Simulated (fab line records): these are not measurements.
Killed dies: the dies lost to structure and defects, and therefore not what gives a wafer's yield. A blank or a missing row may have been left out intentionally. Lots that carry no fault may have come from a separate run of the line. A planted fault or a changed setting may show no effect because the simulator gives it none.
What tool caused it? | flow n5-finfet | Sampling: 9 lots, 27 wafers, 5 of 1938 route steps

== WHAT EACH GAUGE READ, for each wafer ==
N5_BEOL_M4_RC_MEAS_101.
lot  | measured     | on        | IOFF_N_LIN (nA/um)
L118 | day 7 21:37  | prober-02 | 0.059 0.059 0.057
L120 | day 8 12:00  | prober-01 | 0.069 0.074 0.058
L135 | day 12 09:48 | prober-02 | 0.192 0.161 0.171
L136 | day 12 13:02 | prober-02 | 0.149 0.161 0.159
L137 | day 12 17:01 | prober-02 | 0.158 0.149 0.160
L138 | day 12 19:22 | prober-01 | 0.063 0.053 0.066
L139 | day 13 00:59 | prober-02 | 0.085 0.083 0.074
L140 | day 13 12:37 | prober-02 | 0.073 0.090 0.095
L141 | day 13 15:45 | prober-02 | 0.065 0.064 0.071

== TOOL THAT RAN EACH LOT (tool first, then ch and the chambers of the sampled wafers, then the start) ==
lot  | N5_FIN_CUT_CUT_ETCH_26            | N5_STI_FIN_REVEAL_CMP_04     | N5_STI_FIN_REVEAL_ETCH_34       | N5_STI_FIN_REVEAL_OXIDATION_33
L118 | rie-diel-04 ch 0,1, day 2 03:47   | cmp-03 ch 1,2, day 2 09:23   | rie-si-04 ch 1,2, day 2 12:34   | plasma-asher-01 ch 0,1, day 2 13:00
L120 | rie-diel-04 ch 1,2, day 2 15:35   | cmp-02 ch 0,1,3, day 3 03:13 | rie-si-04 ch 1,2, day 3 06:01   | plasma-asher-01 ch 0,1, day 3 06:26
L135 | rie-diel-04 ch 0,1, day 6 09:38   | cmp-02 ch 0,2, day 6 16:15   | rie-si-01 ch 0,1,2, day 6 19:05 | plasma-asher-01 ch 0,1, day 6 19:31
L136 | rie-diel-04 ch 0,2, day 6 17:10   | cmp-02 ch 1,2,3, day 6 22:49 | rie-si-04 ch 1,3, day 7 01:39   | plasma-asher-01 ch 0,1, day 7 02:04
L137 | rie-diel-01 ch 0,2,3, day 6 22:41 | cmp-03 ch 0,1,3, day 7 06:39 | rie-si-04 ch 0,2,3, day 7 09:40 | plasma-asher-01 ch 0,1, day 7 10:05
L138 | rie-diel-04 ch 0,1,2, day 7 04:41 | cmp-04 ch 0,2,3, day 7 10:26 | rie-si-01 ch 1,2,3, day 7 13:23 | plasma-asher-01 ch 0,1, day 7 13:48
L139 | rie-diel-01 ch 0,3, day 7 09:27   | cmp-03 ch 0,2, day 7 15:28   | rie-si-04 ch 0,2, day 7 18:18   | plasma-asher-02 ch 0, day 7 18:43
L140 | rie-diel-04 ch 0,3, day 7 16:53   | cmp-03 ch 1,3, day 7 22:50   | rie-si-02 ch 0,2, day 8 02:14   | plasma-asher-01 ch 0,1, day 8 02:40
L141 | rie-diel-04 ch 0,2,3, day 7 21:42 | cmp-04 ch 2,3, day 8 03:18   | rie-si-04 ch 1,2,3, day 8 06:19 | plasma-asher-01 ch 0,1, day 8 06:43
- N5_FIN_CUT_CUT_ETCH_26: etches SiNx in CH3F/O2, target depth 39 nm, time 55.7 s.
- N5_STI_FIN_REVEAL_CMP_04: polishes, stops on Si3N4, t overpolish 4 s, target thk 131.83 nm.
- N5_STI_FIN_REVEAL_ETCH_34: etches Si in H2, material Si, target depth 0.97 nm.
- N5_STI_FIN_REVEAL_OXIDATION_33: chemistry O2 PLASMA REMOTE, time 20 s.

== THE ANSWER, worked out from the rows above alone ==
Rule: usual is defined by the lots themselves. The widest of any qualifying gaps counts: lots, ordered by their means at a reading, are off when they make up no more than a third of the lots, leave a main group of 4 or more, and stand apart from it by 3 or more times the standard deviation of that group's means. The tables above print the reading to a certain number of digits; a main group whose means all agree to those digits is not used. Also off: a lot with no number at a reading for which 4 or more lots have one. Any other lot the step has rows for is counted as sound.
Off: L135, L136, L137, at N5_BEOL_M4_RC_MEAS_101 (IOFF_N_LIN). Mean 0.070 nA/um and standard deviation 0.01 in the main group.
If a tool, at a process step before that reading, ran all the lots that are off and no sound lot after the first of them, it fits. Gauges at N5_BEOL_M4_RC_MEAS_101: tried the same way as those tools. Of those tried, none fits.

== WHAT WAS PUT IN BY THE SIMULATOR ==
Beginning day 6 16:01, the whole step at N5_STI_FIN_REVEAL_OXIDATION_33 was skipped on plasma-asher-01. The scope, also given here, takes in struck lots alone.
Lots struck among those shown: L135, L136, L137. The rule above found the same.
